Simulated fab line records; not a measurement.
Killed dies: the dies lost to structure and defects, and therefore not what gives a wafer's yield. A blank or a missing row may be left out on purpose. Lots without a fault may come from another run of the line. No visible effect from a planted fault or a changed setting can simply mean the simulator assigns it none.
Lot-split experiment ; flow n5Finfet ; 7 lots, 21 wafers read, on a route of 1938 steps

SPLIT DETAILS
At N5_BEOL_M0_SAQP_PECVD_04 (deposits a-Si from SiH4/He, target thk 60 nm, time 60.2 s), the setting timeS was moved away from the recipe's 60.2 s on 7 of the 21 wafers read, by -8.7% to +12.2%. This setting was run at the recipe's value on the other wafers.

FROM THE SPLIT TO THE READING: what the file shows between them, 8 steps
- N5_BEOL_M0_SAQP_THK_MEAS_05
- N5_BEOL_M0_SAQP_HM_DEP_111: deposits SiO2 from SiH4/N2O, target thk 12 nm, time 7.2 s (also split here: timeS)
- N5_BEOL_M0_SAQP_COAT_81: time 60 s, resist thk 100 nm
- N5_BEOL_M0_SAQP_COAT_82: time 60 s, resist thk 30 nm
- N5_BEOL_M0_SAQP_ETCH_84: etches SOC in N2/H2, target depth 100 nm, overetch 20 nm, time 150 s
- N5_BEOL_M0_SAQP_STRIP_80: strips in N2/H2
- N5_BEOL_M0_SAQP_HM_OPEN_112: chemistry CHF3/O2, target SiO2, stops on a-Si, target depth 12 nm, time 13.5 s
- N5_BEOL_M0_SAQP_STRIP_113: strips in CHF3/O2

THE READING
etch.depthNm (the simulator's own value, which no gauge read), in nm, at N5_BEOL_M0_SAQP_MANDREL_ETCH_20 (etches a-Si in HBr/Cl2, stops on SiNx, target depth 60 nm, bt time 10 s, time 30 s). The file gives no usual value for it. The 14 wafers here that ran the recipe average 59.90 nm, standard deviation 0.49 nm.

wafer;tool, chamber at the split;timeS as run, s;against the recipe;etch.depthNm, nm;against lot-mates on the recipe
L074.2;pecvd-02, 2;60.2;recipe;59;-
L074.4;pecvd-02, 2;60.2;recipe;60.17;-
L074.6;pecvd-02, 0;60.2;recipe;59.76;-
L077.1;pecvd-04, 0;60.2;recipe;59.57;-
L077.2;pecvd-04, 1;54.96;-8.7%;53.68;-5.89
L077.4;pecvd-04, 2;54.96;-8.7%;54.22;-5.35
L078.2;pecvd-01, 0;67.54;+12.2%;68.24;+7.45
L078.3;pecvd-01, 1;67.54;+12.2%;67.42;+6.63
L078.6;pecvd-01, 1;60.2;recipe;60.79;-
L087.1;pecvd-01, 1;60.2;recipe;60.28;-
L087.2;pecvd-01, 0;60.2;recipe;59.71;-
L087.6;pecvd-01, 2;60.2;recipe;59.88;-
L089.4;pecvd-02, 1;66.19;+10.0%;66.62;+7.15
L089.5;pecvd-02, 2;60.2;recipe;59.3;-
L089.6;pecvd-02, 0;60.2;recipe;59.64;-
L090.1;pecvd-02, 1;60.2;recipe;60.29;-
L090.4;pecvd-02, 1;60.2;recipe;60.68;-
L090.6;pecvd-02, 0;60.2;recipe;60.1;-
L091.2;pecvd-04, 0;65.94;+9.5%;64.7;+5.26
L091.5;pecvd-04, 0;65.94;+9.5%;66.01;+6.57
L091.6;pecvd-04, 2;60.2;recipe;59.44;-

THE FIT
A straight line over all 21 wafers: etch.depthNm changes by +0.645 nm for each +1% of timeS; r = +0.99; the points scatter about the line by 0.56 nm.
The same after taking each lot's own level away (the mean of its wafers on the recipe; 21 wafers): +0.623 nm for each +1%; r = +0.99; scatter 0.46 nm.
The reading moves by 7.6 nm for the largest change in timeS, on that fit.
The span of the lots' own levels, 59.440 to 60.790 nm, comes to 2.7 times the standard deviation stated above.
Consequently the slope shifts little with the lot-to-lot level, the two slopes agreeing.
Check: +7.6 nm against its lot-mates is what the line predicts for one of the wafers moved furthest among these (+12.2%) when that wafer is left out of the fit. It came out at +7.45 nm against them.

OTHER SPLITS APPLIED TO THESE WAFERS
Note: prior to the reading, these wafers also went through further splits. Each is held against what the fit with the lots' levels taken away leaves over:
other split on the same wafers;wafers away from the commonest value;r with etch.depthNm (lot level and that fit taken away)
N5_HKMG_FIN_DEVELOP_11 developTimeS;7;-0.17
N5_GATE_CUT_CUT_ETCH_53 icpW;9;+0.20
N5_MOL_CONTACT_COAG_ALD_27 aldCycles;10;+0.00
N5_MOL_CONTACT_COAG_EXPOSE_81 doseMj;3;-0.01
N5_BEOL_M0_SAQP_HM_DEP_111 timeS;9;+0.10

THE WHOLE CHAIN: every reading that the file lists as answering this split, in the file's order
step;what it does;reading;change (the file's fit);r (the file's)
N5_BEOL_M0_SAQP_PECVD_04;deposits a-Si from SiH4/He, target thk 60 nm, time 60.2 s;a-Si_of_BEOL_M0_SAQP_PECVD_04.thkNm (the simulator's own value, which no gauge read);+0.634 nm for each +1% of the setting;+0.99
N5_BEOL_M0_SAQP_THK_MEAS_05;;thkNm;withheld for each +1% of the setting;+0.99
N5_BEOL_M0_SAQP_MANDREL_ETCH_20;etches a-Si in HBr/Cl2, stops on SiNx, target depth 60 nm, bt time 10 s, time 30 s;etch.depthNm (the simulator's own value, which no gauge read);+0.633 nm for each +1% of the setting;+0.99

THE FILE'S OWN FIT
etch.depthNm changes by +0.633 nm for each +1% of timeS, r = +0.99.
